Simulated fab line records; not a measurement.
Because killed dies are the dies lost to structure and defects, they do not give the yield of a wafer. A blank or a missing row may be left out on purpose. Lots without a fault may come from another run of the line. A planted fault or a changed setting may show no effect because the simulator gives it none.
Matching of chambers + flow nandHarc + NHARC_A_STAIRCASE_DEP_156 on pecvd-02: 3 sister chambers
The step deposits SiNx, target thk 50 nm. 22 wafers are shown with their chamber, then 11 later ones without.

== WAFERS WITH THEIR CHAMBER ==
| wafer  | chamber | heaterPowerW (W) | heaterPowerOuterW (W) |
|--------|---------|------------------|-----------------------|
| L074.1 | 0       | 828              | 474                   |
| L074.2 | 1       | 602              | 324                   |
| L074.4 | 0       | 824              | 486                   |
| L077.4 | 1       | 614              | 308                   |
| L077.5 | 2       | 631              | 377                   |
| L077.6 | 0       | 737              | 418                   |
| L078.1 | 1       | 698              | 387                   |
| L078.2 | 0       | 815              | 478                   |
| L078.6 | 2       | 585              | 343                   |
| L078.3 | 2       | 580              | 347                   |
| L078.4 | 1       | 699              | 378                   |
| L078.5 | 0       | 822              | 492                   |
| L080.1 | 0       | 744              | 428                   |
| L080.4 | 1       | 694              | 389                   |
| L080.6 | 2       | 547              | 311                   |
| L080.2 | 1       | 686              | 390                   |
| L080.3 | 2       | 534              | 321                   |
| L080.5 | 0       | 764              | 423                   |
| L085.1 | 1       | 608              | 328                   |
| L085.3 | 0       | 859              | 493                   |
| L085.4 | 0       | 844              | 487                   |
| L084.1 | 0       | 829              | 475                   |

SIGNATURES (means of the wafers above)
| reading           | chamber 0 | chamber 1 | chamber 2 | scatter within a chamber |
|-------------------|-----------|-----------|-----------|--------------------------|
| heaterPowerW      | 806.60    | 657.29    | 575.40    | 42.9                     |
| heaterPowerOuterW | 465.40    | 357.71    | 339.80    | 31.2                     |
Rule: distance of a wafer from a chamber = root of the sum over the readings of ((wafer's reading minus chamber's mean) / reading's scatter) squared. If the next closest chamber is less than 2 further off than the closest, the wafer can't be placed; otherwise it belongs to the closest. How the scatter is found: for the shown wafers, subtract from each reading the mean of its chamber, square and add these, divide the total by (wafers less chambers), then take the root.

== WAFERS WHOSE CHAMBER IS MISSING ==
| wafer  | heaterPowerW (W) | heaterPowerOuterW (W) |
|--------|------------------|-----------------------|
| L084.5 | 838              | 475                   |
| L084.6 | 673              | 365                   |
| L086.2 | 817              | 469                   |
| L086.5 | 545              | 312                   |
| L086.6 | 662              | 381                   |
| L087.1 | 812              | 461                   |
| L087.2 | 560              | 305                   |
| L087.6 | 573              | 301                   |
| L094.1 | 683              | 370                   |
| L094.4 | 835              | 473                   |
| L094.5 | 573              | 344                   |

== EACH ONE'S CHAMBER ==
| wafer  | from the rows above     | in truth |
|--------|-------------------------|----------|
| L084.5 | 0                       | 0        |
| L084.6 | can't be placed: 1 or 2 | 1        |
| L086.2 | 0                       | 0        |
| L086.5 | can't be placed: 2 or 1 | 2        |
| L086.6 | can't be placed: 1 or 2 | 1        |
| L087.1 | 0                       | 0        |
| L087.2 | can't be placed: 2 or 1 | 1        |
| L087.6 | can't be placed: 2 or 1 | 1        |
| L094.1 | can't be placed: 1 or 2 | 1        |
| L094.4 | 0                       | 0        |
| L094.5 | can't be placed: 2 or 1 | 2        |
Correctly placed: 4 of 11. These rows do not allow placing 7 (true chamber among the candidates in 7). Number placed wrongly: 0.
